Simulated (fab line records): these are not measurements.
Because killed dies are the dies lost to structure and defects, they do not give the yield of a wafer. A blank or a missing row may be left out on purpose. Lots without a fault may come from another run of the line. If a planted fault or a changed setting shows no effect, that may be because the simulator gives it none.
Chamber matching | flow n5-finfet | pecvd-03 running N5_BEOL_M3_DEP_57: 3 sister chambers
The step deposits SiCN from 3MS/NH3, target thk 8 nm, time 14 s. 6 wafers are shown with their chamber, then 9 later ones without.

WAFERS WITH THEIR CHAMBER
wafer  | chamber | throttle-valve-pct (%) | showerhead-plenum-p-Torr (Torr)
L080.2 | 0       | 8.8                    | 3.670
L081.5 | 2       | 8.2                    | 3.661
L081.6 | 1       | 9.3                    | 3.664
L082.1 | 2       | 8.4                    | 3.647
L082.3 | 0       | 8.8                    | 3.657
L082.4 | 1       | 9.3                    | 3.655

WAFERS MISSING THEIR CHAMBER
wafer  | throttle-valve-pct (%) | showerhead-plenum-p-Torr (Torr)
L089.3 | 8.3                    | 3.660
L089.4 | 8.4                    | 3.654
L089.6 | 8.7                    | 3.662
L090.2 | 9.2                    | 3.662
L090.4 | 8.0                    | 3.654
L090.5 | 9.4                    | 3.673
L096.4 | 9.1                    | 3.651
L096.5 | 8.8                    | 3.659
L096.6 | 8.5                    | 3.651

WHICH CHAMBER EACH ONE RAN IN
wafer  | from the rows above     | in truth
L089.3 | 2                       | 2
L089.4 | 2                       | 2
L089.6 | 0                       | 0
L090.2 | 1                       | 1
L090.4 | 2                       | 2
L090.5 | 1                       | 1
L096.4 | can't be placed: 1 or 0 | 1
L096.5 | 0                       | 0
L096.6 | can't be placed: 2 or 0 | 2
Correctly placed: 7 of 9. Not placeable from these rows: 2 (in 2, the candidates include the true chamber). Placed wrongly: 0.
How it was worked out, from the rows above alone: a wafer's distance from a chamber is the root of the sum, over the readings, of the square of ((its reading less the chamber's mean) divided by the reading's scatter). If the next closest chamber is less than 2 further off than the closest, the wafer can't be placed; otherwise it belongs to the closest. For every chamber, the mean is computed from those of its wafers that are shown. The scatter: take each reading less its chamber's mean, square it, sum over the shown wafers, divide by the number of wafers less the number of chambers, and take the root.
